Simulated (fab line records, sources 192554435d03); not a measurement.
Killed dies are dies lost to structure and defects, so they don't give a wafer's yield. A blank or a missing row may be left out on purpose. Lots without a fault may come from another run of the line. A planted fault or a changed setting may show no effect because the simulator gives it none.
fab line records | flow n5_finfet
record lots=11 wafers=33 last_day=18
route steps=1938 shown BEOL_M6@1241 PASSIVATION@1936
lots that met no fault: from a run of the same line without faults
start_h: hours from the record's first day to the start of the lot's first wafer shown | wait_h: hours since the lot's step before | " the same as in the row above | L1.1+2: a row that stands for several wafers | - no value, or no start given | * or withheld: withheld | < > ~ a bound
route shown NAME@n: a module of which the file shows steps, and the number in the route of the first | usual: mean/standard deviation of fault-free wafers | same: alike in all rows | chamber/n: place in a boat | sites: the reading at each site | _std_site: their standard deviation | _edge_site: outer sites' mean less inner sites' | radius_mm: how far each site lies from the wafer's centre | mask NAME#n: copy n | behind: the tool/chamber that last shaped the wafer | hold: why the lot was held/for how many hours/how that ended | device: the transistor (n, p or np) that didn't switch | end of line: the same wafers' tests at the end of the route | a step without rows: its recipe alone | killed: dies lost to structure and defects at the first sort, not the wafer's yield | map: a wafer's dies, x killed, . not, _ none there
set.NAME: the setting as run; set.NAME@STEP: as run at that earlier step | model.NAME: the simulator's own value behind a step, which no gauge read
steps of the route over a sample of lots; a table a step, a row a wafer
services: from which hour (start_h, from the record's first day; less than 0 if before it) a tool's chamber was out of use, for how many hours, and why
## steps
# step N5_BEOL_M6_STRIP_80
# recipe chemistry=N2/H2 time_s=10 power_w=450 temp_c=40 pressure_mtorr=20 rf_frequency_hz=6e+07 bias_power_w=7 n2_flow_sccm=200 h2_flow_sccm=200
# usual chamber_pressure_mTorr=20.000/0.028 drypump_motor_current_A=5.7/0.52 oes_product_au=0.80/0.1 rf_vpp_V=59.0/0.8 showerhead_plenum_p_Torr=2.485/0.03 throttle_valve_pct=23.58/0.29
# columns lot.wafer tool chamber start_h wait_h chamber_pressure_mTorr drypump_motor_current_A oes_product_au rf_hours_counter_h rf_vpp_V showerhead_plenum_p_Torr throttle_valve_pct
L343.1 rie_diel-05 3 - - 19.735 5.8 0.71 216 57.7 2.504 23.93
L343.2 " 0 " " 19.994 5.1 0.67 233 58.6 2.510 23.57
L343.5 " 2 " " 19.977 5.2 0.73 - 58.1 2.429 23.76
L344.1 rie_diel-02 3 - - 19.984 6.1 0.77 122 59.2 2.553 23.45
L344.2 " 0 " " 19.963 5.6 0.78 116 59.6 2.446 23.54
L344.3 " 1 " " 19.992 6.2 0.72 167 58.9 2.543 23.52
L345.3 rie_diel-01 0 - - 20.001 6.5 0.86 55 59.7 2.483 23.18
L345.4 " 1 " " 20.006 5.8 0.68 242 59.8 2.498 23.79
L345.6 " 0 " " 20.003 6.5 0.86 - 59.6 2.483 23.18
L349.1 rie_diel-02 0 - - 19.998 5.6 0.77 128 60.3 2.441 23.55
L349.4 " 2 " " 20.004 6.0 0.73 187 59.6 2.526 24.07
L349.5 " 2 " " 19.984 6.0 0.72 - 60.0 2.526 24.09
L351.1 rie_diel-05 2 - - 20.001 5.1 0.70 199 57.9 2.420 23.78
L351.3 " 1 " " 19.962 6.0 0.94 12 58.5 2.479 23.16
L351.5 " 1 " " 20.009 6.0 0.94 - 59.9 2.479 23.13
L352.2 rie_diel-01 3 - - 19.990 4.8 0.70 229 58.8 2.504 23.98
L352.5 " 2 " " 20.008 5.7 0.89 - 58.3 2.481 23.54
L352.6 " 3 " " 20.014 4.8 0.70 - 59.7 2.504 23.97
L356.2 rie_diel-05 1 - - 20.008 6.0 0.90 24 59.7 2.475 23.17
L356.3 " 3 " " 20.026 5.8 0.67 250 59.2 2.490 23.97
L356.6 " 0 " " 19.978 5.1 0.96 - 59.3 2.500 23.32
L359.1 rie_diel-02 0 - - 20.017 5.6 0.75 146 60.7 2.434 23.57
L359.2 " 1 " " 20.022 6.1 0.69 197 58.2 2.531 23.55
L359.6 " 3 " " 19.998 6.1 0.74 - 59.4 2.540 23.50
L364.2 rie_diel-05 1 - - 19.989 6.0 0.87 42 59.8 2.467 23.18
L364.5 " 0 " " 20.009 5.1 0.91 - 58.9 2.492 23.34
L364.6 " 2 " " 20.008 5.2 0.68 - 58.2 2.407 23.82
L365.1 rie_diel-02 1 - - 20.013 6.1 0.68 214 58.4 2.524 23.58
L365.2 " 3 " " 19.997 6.1 0.71 167 58.5 2.533 23.51
L365.3 " 0 " " 20.008 5.6 0.74 162 58.4 2.427 23.56
L366.1 rie_diel-01 0 - - 20.011 6.5 0.80 108 60.4 2.460 23.23
L366.2 " 1 " " 20.001 5.7 0.90 33 59.0 2.480 23.50
L366.4 " 1 " " 20.022 5.7 0.90 - 58.6 2.480 23.50
# step N5_BEOL_M6_CURE_75
# recipe temp_c=370 time_s=120 ambient=DMADMS/He material=SiCOH_lowk
# usual lamp_power_pct=52.31/0.055 wafer_temp_C_max=371.9/0.46
# columns lot.wafer tool chamber start_h wait_h lamp_power_pct wafer_temp_C_max
L343.1 uv_cure-02 1 182.69 0.0 52.28 371.6
L343.2 " 1 " " 52.36 371.7
L343.5 " 1 " " 52.33 371.6
L344.1 uv_cure-03 1 191.60 0.0 52.47 372.4
L344.2 " 1 " " 52.36 371.4
L344.3 " 1 " " 52.27 372.1
L345.3 uv_cure-02 0 200.38 0.1 52.27 372.0
L345.4 " 0 " " 52.17 372.5
L345.6 " 0 " " 52.25 372.4
L349.1 uv_cure-03 1 227.54 0.3 52.35 372.6
L349.4 " 1 " " 52.31 371.7
L349.5 " 1 " " 52.31 371.8
L351.1 uv_cure-02 0 234.46 0.0 52.42 372.1
L351.3 " 0 " " 52.32 372.3
L351.5 " 0 " " 52.22 372.1
L352.2 uv_cure-02 1 258.44 0.1 52.27 371.7
L352.5 " 1 " " 52.29 371.8
L352.6 " 1 " " 52.27 371.8
L356.2 uv_cure-02 2 265.41 0.1 52.28 371.5
L356.3 " 2 " " 52.30 371.7
L356.6 " 2 " " 52.23 371.8
L359.1 uv_cure-02 1 280.13 0.0 52.28 371.4
L359.2 " 1 " " 52.29 371.4
L359.6 " 1 " " 52.38 371.4
L364.2 uv_cure-02 1 321.21 0.1 52.28 370.8
L364.5 " 1 " " 52.29 371.4
L364.6 " 1 " " 52.35 371.6
L365.1 uv_cure-01 1 326.92 0.0 52.31 371.6
L365.2 " 1 " " 52.26 372.2
L365.3 " 1 " " 52.29 372.2
L366.1 uv_cure-01 0 336.03 0.0 52.32 372.0
L366.2 " 0 " " 52.32 372.2
L366.4 " 0 " " 52.29 371.6
# step N5_BEOL_M6_CVD_78
# recipe material=Co target_thk_a=20 temp_c=withheld precursor=CCTBA/H2 pressure_torr=30 time_s=142.3
# usual run_length_s=165.3/0.35
# columns lot.wafer tool chamber start_h wait_h run_length_s
L343.1 cvd_co-02 1 184.25 0.3 164.9
L343.2 " 0 " " 165.0
L343.5 " 0 " " 165.5
L344.1 cvd_co-01 2 192.89 0.3 165.4
L344.2 " 0 " " 165.6
L344.3 " 1 " " 165.3
L345.3 cvd_co-02 2 201.43 0.3 164.8
L345.4 " 2 " " 164.9
L345.6 " 0 " " 165.2
L349.1 cvd_co-01 0 228.63 0.1 165.5
L349.4 " 1 " " 165.2
L349.5 " 2 " " 165.4
L351.1 cvd_co-02 0 235.46 0.3 165.3
L351.3 " 2 " " 165.4
L351.5 " 0 " " 165.3
L352.2 cvd_co-01 0 259.54 0.2 130.8
L352.5 " 2 " " 165.4
L352.6 " 1 " " 131.0
L356.2 cvd_co-01 0 267.09 0.3 131.1
L356.3 " 2 " " 131.2
L356.6 " 1 " " 130.4
L359.1 cvd_co-02 1 282.23 0.0 165.1
L359.2 " 2 " " 164.9
L359.6 " 1 " " 165.3
L364.2 cvd_co-02 1 323.59 0.1 165.1
L364.5 " 1 " " 164.9
L364.6 " 0 " " 164.8
L365.1 cvd_co-01 2 328.27 0.2 165.4
L365.2 " 0 " " 165.7
L365.3 " 1 " " 165.1
L366.1 cvd_co-02 0 337.15 0.0 164.8
L366.2 " 2 " " 165.5
L366.4 " 0 " " 164.9
# step N5_BEOL_M6_CMP_52
# recipe stop_on=SiCOH_lowk t_overpolish_s=6.9 down_force_psi=1 platen_rpm=50 clearing_platen_down_force_psi=1.5 clearing_platen_rpm=50 post_cmp_clean=cu_alkaline target_thk_nm=80 clearing_platen_pad_velocity_m_s=0.99484 pad_velocity_m_s=0.99484
# usual barrier_field_endpoint_s=29.3/0.62 motor_current_A=5.9/0.64 overpolish_run_s=6.900/0.01 pad_life_wafers=948/610 time_to_endpoint_s=63.3/2.4
# columns lot.wafer tool chamber start_h wait_h barrier_field_endpoint_s motor_current_A overpolish_run_s pad_life_wafers time_to_endpoint_s
L343.1 cmp-04 3 185.55 0.3 30.0 5.3 6.894 679 69.7
L343.2 " 1 " " 29.7 6.4 6.894 681 67.7
L343.5 " 2 " " 29.8 5.9 6.903 - 62.0
L344.1 cmp-01 1 195.16 0.3 28.3 5.3 6.889 1591 59.8
L344.2 " 2 " " 28.4 5.5 6.889 1592 60.4
L344.3 " 3 " " 29.3 5.2 6.889 1593 64.3
L345.3 cmp-01 1 202.69 0.2 27.8 5.4 6.899 1650 61.0
L345.4 " 0 " " 28.5 6.3 6.906 1653 63.3
L345.6 " 1 " " 29.1 5.4 6.907 - 66.8
L349.4 cmp-04 0 229.68 0.1 28.9 5.9 6.913 1044 61.3
L349.1 " 3 " " 29.5 5.4 6.907 1047 64.2
L349.5 " 1 " " 29.1 6.4 6.887 - 60.7
L351.1 cmp-01 2 237.26 0.3 28.9 5.3 6.891 1902 65.6
L351.3 " 0 " " 28.7 6.4 6.898 1904 62.5
L351.5 " 2 " " 29.4 5.6 6.904 - 62.8
L352.2 cmp-01 3 260.84 0.3 29.5 5.4 6.914 20 67.2
L352.6 " 1 " " 30.4 5.2 6.904 - 66.3
L352.5 " 2 " " 28.7 5.6 6.908 - 60.4
L356.2 cmp-04 3 267.77 0.2 30.1 5.6 6.897 1296 67.4
L356.3 " 1 " " 29.5 6.7 6.904 1298 65.8
L356.6 " 0 " " 29.3 5.9 6.917 - 63.1
L359.1 cmp-04 1 282.91 0.3 29.8 6.2 6.905 1434 62.1
L359.2 " 0 " " 28.7 5.8 6.915 1437 61.8
L359.6 " 2 " " 28.2 5.9 6.899 - 58.5
L364.2 cmp-01 2 324.30 0.2 28.8 5.3 6.885 444 59.0
L364.6 " 2 " " 29.9 5.6 6.902 - 63.3
L364.5 " 3 " " 30.3 5.0 6.913 - 63.4
L365.3 cmp-01 2 329.36 0.2 29.5 5.5 6.910 492 61.0
L365.2 " 0 " " 29.2 6.3 6.891 494 61.4
L365.1 " 1 " " 29.6 5.2 6.900 495 63.0
L366.1 cmp-03 0 337.92 0.3 29.8 6.4 6.915 588 63.6
L366.4 " 2 " " 29.9 7.0 6.898 590 68.5
L366.2 " 3 " " 29.7 7.7 6.903 591 63.9
# step N5_PASSIVATION_PROBE_49
# usual defect_limited_yield=91.2/1.6 killed_at_M0_to_M3=33/11 killed_at_M4_up=15/6.2 killed_at_contacts=15/7.1 killed_at_front_end=38/12 killed_at_other=4/3.5 killed_dies=104/19 killed_open=69/14 killed_short=34/8.5 sort_bin_5_function=5.2/0.99 sort_bin_6_memory=3.3/0.77 sort_n_pass=1076/19 sort_yield_pct=91.2/1.6
# same gross_dies=1180 killed_at_back_side=0 sort_bin_4_leakage[%]=0 sort_bin_8_speed[%]=0
# columns lot.wafer tool chamber start_h wait_h defect_limited_yield[%] killed_at_M0_to_M3 killed_at_M4_up killed_at_contacts killed_at_front_end killed_at_other killed_dies killed_open killed_short sort_bin_5_function[%] sort_bin_6_memory[%] sort_n_pass sort_yield_pct[%]
L344.1 prober-02 - 279.51 0.0 90.0 19 13 31 51 4 118 84 34 7.0 2.9 1062 90.0
L344.2 prober-02 - 279.56 0.1 91.8 23 16 34 21 3 97 71 26 3.5 4.4 1083 91.8
L344.3 prober-02 - 279.61 0.1 89.6 32 10 25 44 12 123 79 42 6.4 3.7 1057 89.6
L352.2 prober-01 - 343.91 0.1 91.2 36 25 19 22 2 104 72 29 4.7 3.6 1076 91.2
L352.5 prober-01 - 344.06 0.2 92.2 31 14 21 25 1 92 65 24 4.7 3.0 1088 92.2
L352.6 prober-01 - 344.11 0.3 91.3 27 24 18 26 8 103 71 29 5.3 3.1 1077 91.3
L359.1 prober-02 - 370.29 0.7 91.8 29 18 5 44 1 97 62 34 5.0 3.1 1083 91.8
L359.2 prober-02 - 370.34 0.8 90.2 26 20 19 51 0 116 83 32 5.3 4.3 1064 90.2
L359.6 prober-02 - 370.54 1.0 91.5 30 31 6 32 1 100 69 31 5.4 2.8 1080 91.5
L364.5 prober-02 - 413.32 0.2 88.9 60 13 20 28 10 131 86 43 6.0 4.4 1049 88.9
# killed by level:class
L344.1 MOL_CONTACT_COAG:geometric_particle:open=28 STI_FIN_REVEAL:geometric_particle:open=12 GATE_CUT:geometric_particle:short=7 BEOL_M4:geometric_particle:open=6 ILD0:geometric_particle:short=5 FIN_SAQP:geometric_particle:open=4 DUMMY_GATE:geometric_particle:short=4 GATE_CUT:geometric_particle:open=4
L344.2 MOL_CONTACT_COAG:geometric_particle:open=31 BEOL_M1:geometric_particle:open=6 BEOL_M4:geometric_particle:open=6 STI_FIN_REVEAL:geometric_particle:open=4 BEOL_M1:geometric_particle:short=4 BEOL_M3:geometric_particle:short=4 BEOL_M3:geometric_particle:open=4 STARTING-WAFER:geometric_particle:short=4
L344.3 MOL_CONTACT_COAG:geometric_particle:open=18 BEOL_M0_SAQP:geometric_particle:short=10 STI_FIN_REVEAL:geometric_particle:open=7 MOL_CONTACT_COAG:geometric_particle:short=7 STARTING-WAFER:geometric_particle:open=7 FIN_SAQP:geometric_particle:open=6 BEOL_M1:geometric_particle:open=6 GATE_CUT:geometric_particle:short=5
L352.2 MOL_CONTACT_COAG:geometric_particle:open=12 BEOL_M2:geometric_particle:open=12 BEOL_M4:geometric_particle:open=9 BEOL_M0_SAQP:geometric_particle:open=8 MOL_CONTACT_COAG:geometric_particle:short=7 BEOL_M3:geometric_particle:open=6 BEOL_M0_SAQP:geometric_particle:short=5 BEOL_M4:geometric_particle:short=5
L352.5 MOL_CONTACT_COAG:geometric_particle:open=17 BEOL_M2:geometric_particle:open=12 BEOL_M0_SAQP:geometric_particle:open=6 GATE_CUT:geometric_particle:short=5 BEOL_M4:geometric_particle:open=5 BEOL_M4:geometric_particle:short=4 MOL_CONTACT_COAG:geometric_particle:short=4 BEOL_M3:geometric_particle:open=4
L352.6 MOL_CONTACT_COAG:geometric_particle:open=16 BEOL_M2:geometric_particle:open=9 BEOL_M4:geometric_particle:open=9 GATE_CUT:geometric_particle:short=7 BEOL_M0_SAQP:geometric_particle:short=6 FIN_SAQP:geometric_particle:open=5 BEOL_M0_SAQP:geometric_particle:open=5 PAD_METAL:geometric_particle:open=5
L359.1 STI_FIN_REVEAL:geometric_particle:open=13 BEOL_M0_SAQP:geometric_particle:open=9 BEOL_M0_SAQP:geometric_particle:short=9 BEOL_M4:geometric_particle:open=9 DUMMY_GATE:geometric_particle:open=6 DUMMY_GATE:geometric_particle:short=5 BEOL_M2:geometric_particle:short=5 MOL_CONTACT_COAG:geometric_particle:open=5
L359.2 MOL_CONTACT_COAG:geometric_particle:open=17 BEOL_M4:geometric_particle:open=13 FIN_SAQP:geometric_particle:open=11 FIN_SAQP:geometric_particle:short=11 DUMMY_GATE:geometric_particle:open=7 BEOL_M0_SAQP:geometric_particle:open=7 STI_FIN_REVEAL:geometric_particle:open=6 STARTING-WAFER:geometric_particle:open=5
L359.6 BEOL_M4:geometric_particle:open=18 BEOL_M2:geometric_particle:open=9 FIN_SAQP:geometric_particle:open=7 BEOL_M3:geometric_particle:open=7 FIN_SAQP:geometric_particle:short=6 BEOL_M4:geometric_particle:short=5 STI_FIN_REVEAL:geometric_particle:open=4 DUMMY_GATE:geometric_particle:open=4
L364.5 BEOL_M0_SAQP:geometric_particle:open=17 MOL_CONTACT_COAG:geometric_particle:open=15 BEOL_M0_SAQP:geometric_particle:short=12 BEOL_M3:geometric_particle:open=10 FIN_SAQP:geometric_particle:open=7 BEOL_M1:geometric_particle:open=7 BEOL_M4:geometric_particle:open=5 MOL_CONTACT_COAG:geometric_particle:short=5
## services
# columns tool chamber start_h hours kind
uv_cure-03 - 160.82 2.2 repair
rie_diel-05 1 163.92 15.8 repair
cmp-01 - 174.98 4.3 repair
uv_cure-03 - 182.08 5.0 pm
uv_cure-03 - 188.87 0.9 repair
cmp-01 - 191.12 1.8 repair
rie_diel-01 0 205.00 10.7 repair
rie_diel-05 3 217.36 2.8 repair
uv_cure-01 - 222.53 5.0 pm
rie_diel-01 1 226.12 7.0 repair
cmp-01 - 227.10 0.9 repair
uv_cure-01 - 227.53 7.5 pm
uv_cure-03 - 229.12 1.0 pm
cvd_co-02 - 231.43 0.3 repair
cmp-04 - 232.63 0.3 repair
cmp-04 - 246.71 8.5 pm
uv_cure-02 - 253.49 1.0 pm
cmp-01 - 254.51 4.0 pm
rie_diel-05 - 271.96 10.0 pm
cvd_co-02 2 286.37 40.8 repair
rie_diel-05 3 292.57 28.2 repair
cmp-01 - 294.07 9.1 pm
rie_diel-05 - 311.93 2.8 pm
rie_diel-05 3 321.20 7.7 repair
## key
first_sign step=N5_BEOL_M6_CVD_78 reading=run_length_s direction=down sigmas=99+ usual=* struck=*
effect none on later readings
met_at N5_BEOL_M6_CVD_78
struck_lots L352,L356
struck_wafers L352.2,L352.6,L356.2,L356.3,L356.6
not_acting_at N5_BEOL_M6_STRIP_80,N5_BEOL_M6_CURE_75,N5_BEOL_M6_CMP_52
onset_between 228.63 259.54
fault kind=process_parameter_drift tool=cvd_co-01 chamber=- onset_h=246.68 steps=N5_BEOL_M6_CVD_78 channel=time_s offset=* shape=step end_h=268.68 scope=struck_wafers_only acts_in=* stated=*
